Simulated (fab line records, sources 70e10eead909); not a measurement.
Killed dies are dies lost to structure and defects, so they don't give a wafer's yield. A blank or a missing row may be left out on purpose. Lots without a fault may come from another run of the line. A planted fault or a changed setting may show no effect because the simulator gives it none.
Which tool did it? | flow nand_harc | 12 lots, 36 wafers sampled, at 6 steps of a route of 1302

WHAT THE GAUGES READ, wafer by wafer
NHARC_A_BONDPAD_THK_MEAS_30: measures by ellipsometry.
lot  | measured     | on            | thk_nm (nm)
L076 | day 24 04:27 | film_metro-02 | 200.4 200.5 199.1
L077 | day 24 07:12 | film_metro-02 | 198.4 199.4 196.1
L079 | day 24 20:29 | film_metro-02 | 200.0 201.5 198.2
L082 | day 26 02:52 | film_metro-02 | 197.3 197.1 198.9
L085 | day 27 03:36 | film_metro-01 | 197.1 197.1 200.6
L083 | day 27 17:52 | film_metro-02 | 200.3 199.7 198.6
L087 | day 28 08:37 | film_metro-01 | 200.6 199.9 200.0
L091 | day 29 10:17 | film_metro-01 | 199.5 201.0 200.7
L088 | day 29 23:05 | film_metro-02 | 199.5 198.1 199.9
L093 | day 31 02:31 | film_metro-01 | 196.8 200.5 199.5
L095 | day 31 17:29 | film_metro-01 | 200.1 199.0 199.5
L097 | day 32 13:55 | film_metro-02 | 199.3 202.8 203.1

WHICH TOOL RAN EACH LOT (tool, then ch and the chambers of the sampled wafers, then the start)
lot  | NHARC_A_BLC_ALD_23                  | NHARC_A_BLC_CVD_24                       | NHARC_A_M0_CMP_23             | NHARC_A_M0_DEP_32             | NHARC_A_M1_DESCUM_14
L076 | ald_metal-02 ch 0,1,3, day 23 18:22 | cvd_w-02 ch 0,1, day 23 22:29 or earlier | cmp-01 ch 0,1,2, day 23 22:29 | pecvd-04 ch 0,1, day 23 23:04 | rie_diel-12 ch 0,1,2, day 24 00:31
L077 | ald_metal-01 ch 0,1,2, day 23 20:55 | cvd_w-02 ch 0,1, day 24 01:13 or earlier | cmp-01 ch 0,1,3, day 24 01:13 | pecvd-04 ch 0,2, day 24 01:47 | rie_diel-11 ch 2,3, day 24 03:16
L079 | ald_metal-01 ch 0,1, day 24 10:13   | cvd_w-01 ch 0,1, day 24 14:26 or earlier | cmp-04 ch 0,1,2, day 24 14:26 | pecvd-04 ch 0,1, day 24 15:03 | rie_diel-12 ch 1,2,3, day 24 16:30
L082 | ald_metal-02 ch 1,2,3, day 25 16:54 | cvd_w-01 ch 0,1, day 25 21:01 or earlier | cmp-04 ch 1,2,3, day 25 21:01 | pecvd-04 ch 0,1, day 25 21:40 | rie_diel-11 ch 0,2,3, day 25 22:55
L085 | ald_metal-04 ch 0,2,3, day 26 17:13 | cvd_w-01 ch 0,1, day 26 21:32 or earlier | cmp-01 ch 2,3, day 26 21:32   | pecvd-02 ch 1,2, day 26 22:14 | rie_diel-11 ch 0,1,3, day 26 23:37
L083 | ald_metal-01 ch 1,3, day 27 07:11   | cvd_w-01 ch 0,1, day 27 11:16 or earlier | cmp-03 ch 2,3, day 27 11:16   | pecvd-04 ch 1,2, day 27 12:03 | rie_diel-12 ch 0,3, day 27 13:29
L087 | ald_metal-01 ch 0,2,3, day 27 22:04 | cvd_w-01 ch 0,1, day 28 02:41 or earlier | cmp-04 ch 0,1,3, day 28 02:41 | pecvd-04 ch 1,2, day 28 03:20 | rie_diel-12 ch 0,1,3, day 28 04:36
L091 | ald_metal-01 ch 1,2,3, day 29 00:03 | cvd_w-02 ch 0,1, day 29 04:28 or earlier | cmp-04 ch 0,1,2, day 29 04:28 | pecvd-02 ch 0,1, day 29 05:03 | rie_diel-12 ch 0,2,3, day 29 06:20
L088 | ald_metal-01 ch 0,3, day 29 12:53   | cvd_w-01 ch 0,1, day 29 17:05 or earlier | cmp-01 ch 0,1,2, day 29 17:05 | pecvd-04 ch 1,2, day 29 17:43 | rie_diel-12 ch 1,2, day 29 19:09
L093 | ald_metal-04 ch 0,1,2, day 30 16:10 | cvd_w-02 ch 0,1, day 30 20:20 or earlier | cmp-04 ch 0,1, day 30 20:20   | pecvd-02 ch 0,1, day 30 21:11 | rie_diel-04 ch 0,1,3, day 30 22:34
L095 | ald_metal-04 ch 1,3, day 31 07:28   | cvd_w-01 ch 0,1, day 31 11:39 or earlier | cmp-01 ch 1,2,3, day 31 11:39 | pecvd-02 ch 1,2, day 31 12:13 | rie_diel-12 ch 1,3, day 31 13:30
L097 | ald_metal-01 ch 0,2, day 32 02:10   | cvd_w-01 ch 0,1, day 32 06:40 or earlier | cmp-01 ch 0,1,3, day 32 06:40 | pecvd-04 ch 1,2, day 32 07:16 | rie_diel-12 ch 1,2, day 32 08:41
- NHARC_A_BLC_ALD_23: deposits TiN, target thk 3 nm, pulse time 1 s, ald cycles 150.
- NHARC_A_BLC_CVD_24: deposits W, target thk 150 nm, time 434 s.
- NHARC_A_M0_CMP_23: polishes, t overpolish 20 s, target thk 113.75 nm.
- NHARC_A_M0_DEP_32: deposits SiCN, target thk 30 nm.
- NHARC_A_M1_DESCUM_14: chemistry O2, time 3 s.

THE ANSWER, worked out from the rows above alone
Rule: what is usual is taken from the lots themselves. Put in order of their means at a reading, lots are off if they are a third of the lots or fewer, leave a main group of 4 or more, and stand apart from it by a gap of 3 or more times the standard deviation of the main group's means; of several such gaps the widest counts. A main group whose means are all the same, to the digits that the tables above print for the reading, isn't used. A lot without any number at a reading at which 4 lots or more have one is off too. The other lots that the step has rows for count as sound.
No lot is off at any reading shown: from this, nothing can be told.

WHAT THE SIMULATOR HAD PUT IN
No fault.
